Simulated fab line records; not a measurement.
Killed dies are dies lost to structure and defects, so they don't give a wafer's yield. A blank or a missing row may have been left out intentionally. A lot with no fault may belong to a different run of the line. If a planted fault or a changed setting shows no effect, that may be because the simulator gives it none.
A lot that was struck, set against a sound lot ; flow n5Finfet ; 21 out of 1938 route steps
Sound: these wafers, L216.2, L216.5, L216.6. The struck wafers were L221.2, L221.3, L221.6. The cause comes at the end.
Per side, at each step with rows, come the tool, then ch with its chambers, and then its first start. Under that, the readings that differ: sound wafers ; struck wafers ; difference of the means ; sigmas: that difference in standard deviations of wafers without a fault.
alike: same words and numbers on both sides, and readings whose means sit less than 2 such deviations apart. not compared: any withheld reading, any reading some wafer has no value for, any bound like >300 that may hide the same value, and any number with overlapping values for which the record gives no deviation.
Wherever a step has rows on one side only, a row that says differs or no value, or a row with sigmas, the two part there. Numbers that have no deviation but don't overlap get no sigmas and don't part them. A reading that every wafer of one side lacks parts them only if that side has two wafers or more.

first, 9 steps without rows for these wafers: N5_MOL_CONTACT_COAG_CMP_23 (polishes, stops on SiO2, t overpolish 1.5 s, target thk 0 nm); N5_MOL_CONTACT_COAG_WET_ETCH_26 (target Co, target depth 13 nm); N5_MOL_CONTACT_COAG_WET_ETCH_116 (etches the open film in SC1-inhibited, target depth 4.6 nm, rinse time 30 s); N5_MOL_CONTACT_COAG_ALD_27 (deposits SiOC, target thk 17 nm, pulse time 1.5 s, time 2720 s); N5_MOL_CONTACT_COAG_CMP_28 (polishes, stops on SiNx, t overpolish 0.85 s, target thk 14.522 nm); N5_MOL_CONTACT_COAG_ALD_123 (deposits SiNx, target thk 5 nm, pulse time 1 s, purge time 2 s); N5_MOL_CONTACT_COAG_PECVD_31 (deposits SiO2 from TEOS/O2, target thk 46 nm, time 8.9 s); N5_MOL_CONTACT_COAG_COAT_75 (time 60 s, resist thk 60 nm); N5_MOL_CONTACT_COAG_COAT_76 (time 60 s, resist thk 10 nm).
N5_MOL_CONTACT_COAG_COAT_77: time 60 s, resist thk 10 nm.
  sound on lithoTrack-05 ch 0, day 7 06:35; struck on lithoTrack-05 ch 0, day 8 07:14
reading;sound;struck;difference;sigmas
spinSpeedRpm (rpm);1500.4 1500.3 1500.7;1534.2 1535.2 1535.4;+34.5;+38
then, 7 steps without rows for these wafers: N5_MOL_CONTACT_COAG_COAT_78 (resist thk 40 nm); N5_MOL_CONTACT_COAG_EBR_80; N5_MOL_CONTACT_COAG_SOFTBAKE_79 (time 60 s); N5_MOL_CONTACT_COAG_EXPOSE_81 (exposes mask VG, defocus 0 nm); N5_MOL_CONTACT_COAG_PEB_82 (peb time 60 s); N5_MOL_CONTACT_COAG_DEVELOP_83 (develop time 30 s); N5_MOL_CONTACT_COAG_DESCUM_88 (chemistry O2, time 7 s).
N5_MOL_CONTACT_COAG_ETCH_89: etches underlayer in N2/H2, target depth 13 nm, time 10.4 s.
  sound on rieDiel-05 ch 0,1,3, day 7 07:14; struck on rieDiel-05 ch 2,3, day 8 07:47
reading;sound;struck;difference;sigmas
model.etch.depthNm (nm);10.03 10.03 10.07;9.854 9.871 9.858;-0.182;
  alike: drypumpMotorCurrentA, etchRfOnTimeS, oesProductAu, rfFwdPowerW, rfVppV, showerheadPlenumPTorr, throttleValvePct
  not compared: rfHoursCounterH
then, 1 step without rows for these wafers: N5_MOL_CONTACT_COAG_ETCH_90 (etches SiARC in CF4, target depth 13 nm, time 21.7 s).
-- the record jumps here: 4 days lie between the struck wafers' starts before and after (it left off in module MOL_CONTACT_COAG and takes up again in module BEOL_M4, whose first step shown is number 1111 of the route) --
N5_BEOL_M4_RC_MEAS_101:
  sound on prober-02 ch 0, day 11 23:04; struck on prober-01 ch 0, day 12 11:56
  alike: DIBL_N, DIBL_P, IOFF_N, IOFF_P, ION_N, ION_P, SS_N, SS_P, VT_N, VT_P
next, for these wafers, 1 step has no rows: N5_PASSIVATION_PROBE_49.

## WHERE THEY PART
Only at N5_MOL_CONTACT_COAG_COAT_77, within this record. Later steps at which nothing parts them and some readings are alike: N5_MOL_CONTACT_COAG_ETCH_89, N5_BEOL_M4_RC_MEAS_101.

WHY: whatever the simulator had introduced
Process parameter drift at N5_MOL_CONTACT_COAG_COAT_77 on lithoTrack-05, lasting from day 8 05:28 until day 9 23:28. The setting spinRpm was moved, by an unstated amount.
